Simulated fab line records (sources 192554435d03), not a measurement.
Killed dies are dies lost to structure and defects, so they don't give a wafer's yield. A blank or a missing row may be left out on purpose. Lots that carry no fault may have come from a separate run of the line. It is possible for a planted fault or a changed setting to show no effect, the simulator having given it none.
Chamber matching + flow n5-finfet + N5_BEOL_M3_PRE_CLEAN_60 on cvd-co-02 has 3 sister chambers
The step time 15 s. 14 wafers are shown with their chamber, then 7 later ones without.

== EACH WAFER AND ITS CHAMBER ==
| wafer  | chamber | heater-power-w (W) |
|--------|---------|--------------------|
| L207.2 | 1       | 113                |
| L207.3 | 2       | 48                 |
| L207.5 | 2       | 48                 |
| L212.2 | 0       | 72                 |
| L212.4 | 1       | 111                |
| L212.5 | 0       | 71                 |
| L213.5 | 1       | 112                |
| L213.6 | 2       | 49                 |
| L217.1 | 0       | 71                 |
| L217.5 | 1       | 112                |
| L218.1 | 1       | 111                |
| L218.4 | 2       | 49                 |
| L218.6 | 0       | 70                 |
| L224.1 | 0       | 71                 |

SIGNATURES (means of the wafers above)
| reading        | chamber 0 | chamber 1 | chamber 2 | scatter within a chamber |
|----------------|-----------|-----------|-----------|--------------------------|
| heater-power-w | 71.00     | 111.80    | 48.50     | 0.726                    |
Rule: for a wafer and a chamber, the distance is found by dividing, reading by reading, the gap between the wafer's reading and the chamber's mean by the reading's scatter, squaring, summing and taking the root. The wafer belongs to the nearest chamber; if the next one is less than 2 further off, it can't be placed. The scatter: the root of (the sum of the squares of (reading less its chamber's mean) over the shown wafers, divided by (wafers less chambers)).

== WAFERS WITHOUT THEIR CHAMBER ==
| wafer  | heater-power-w (W) |
|--------|--------------------|
| L224.4 | 69                 |
| L224.5 | 110                |
| L226.2 | 112                |
| L226.3 | 50                 |
| L226.6 | 71                 |
| L228.4 | 72                 |
| L228.6 | 50                 |

== WHICH CHAMBER EACH WENT THROUGH ==
| wafer  | from the rows above | in truth |
|--------|---------------------|----------|
| L224.4 | 0                   | 0        |
| L224.5 | 1                   | 1        |
| L226.2 | 1                   | 1        |
| L226.3 | 2                   | 2        |
| L226.6 | 0                   | 0        |
| L228.4 | 0                   | 0        |
| L228.6 | 2                   | 2        |
Correctly placed: 7 of 7. Can't be placed from these rows: 0. Wrongly placed: 0.
